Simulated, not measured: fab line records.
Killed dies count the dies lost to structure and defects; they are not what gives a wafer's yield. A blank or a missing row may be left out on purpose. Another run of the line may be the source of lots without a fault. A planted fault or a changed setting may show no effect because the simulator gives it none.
Matching of chambers :: flow n5Finfet :: N5_BEOL_M3_STRIP_66 on rieDiel-05: 4 sister chambers
The step strips in CF4. 8 wafers are shown with their chamber, then 9 later ones without.

== EACH WAFER AND ITS CHAMBER ==
wafer: L078.1
chamber: 1
drypumpMotorCurrentA (A): 5.1
oesProductAu (a.u.): 0.84

wafer: L081.3
chamber: 1
drypumpMotorCurrentA (A): 5.1
oesProductAu (a.u.): 0.84

wafer: L081.6
chamber: 0
drypumpMotorCurrentA (A): 5.3
oesProductAu (a.u.): 0.72

wafer: L082.4
chamber: 0
drypumpMotorCurrentA (A): 5.4
oesProductAu (a.u.): 0.71

wafer: L082.5
chamber: 3
drypumpMotorCurrentA (A): 6.3
oesProductAu (a.u.): 0.94

wafer: L087.3
chamber: 3
drypumpMotorCurrentA (A): 6.3
oesProductAu (a.u.): 0.91

wafer: L087.4
chamber: 2
drypumpMotorCurrentA (A): 5.9
oesProductAu (a.u.): 0.71

wafer: L087.5
chamber: 2
drypumpMotorCurrentA (A): 5.8
oesProductAu (a.u.): 0.71

== WAFERS WITHOUT THEIR CHAMBER ==
wafer: L089.1
drypumpMotorCurrentA (A): 5.3
oesProductAu (a.u.): 0.72

wafer: L089.3
drypumpMotorCurrentA (A): 6.3
oesProductAu (a.u.): 0.91

wafer: L089.5
drypumpMotorCurrentA (A): 5.1
oesProductAu (a.u.): 0.82

wafer: L091.1
drypumpMotorCurrentA (A): 5.9
oesProductAu (a.u.): 0.71

wafer: L091.4
drypumpMotorCurrentA (A): 6.3
oesProductAu (a.u.): 0.91

wafer: L091.5
drypumpMotorCurrentA (A): 5.1
oesProductAu (a.u.): 0.82

wafer: L097.2
drypumpMotorCurrentA (A): 5.1
oesProductAu (a.u.): 0.81

wafer: L097.3
drypumpMotorCurrentA (A): 5.3
oesProductAu (a.u.): 0.71

wafer: L097.6
drypumpMotorCurrentA (A): 5.9
oesProductAu (a.u.): 0.71

== WHICH CHAMBER EACH ONE RAN IN ==
wafer: L089.1
from the rows above: 0
in truth: 0

wafer: L089.3
from the rows above: 3
in truth: 3

wafer: L089.5
from the rows above: 1
in truth: 1

wafer: L091.1
from the rows above: 2
in truth: 2

wafer: L091.4
from the rows above: 3
in truth: 3

wafer: L091.5
from the rows above: 1
in truth: 1

wafer: L097.2
from the rows above: 1
in truth: 1

wafer: L097.3
from the rows above: 0
in truth: 0

wafer: L097.6
from the rows above: 2
in truth: 2
Correctly placed: 9 of 9. From these rows, 0 cannot be placed. Number placed wrongly: 0.
How it was worked out, from the rows above alone: a wafer's distance from a chamber is the root of the sum, over the readings, of the square of ((its reading less the chamber's mean) divided by the reading's scatter). If the next closest chamber is less than 2 further off than the closest, the wafer can't be placed; otherwise it belongs to the closest. The mean given for a chamber averages the wafers shown for that chamber. The scatter is the square root of a quotient: the sum, over the shown wafers, of each reading's squared deviation from its chamber's mean, divided by wafers minus chambers.
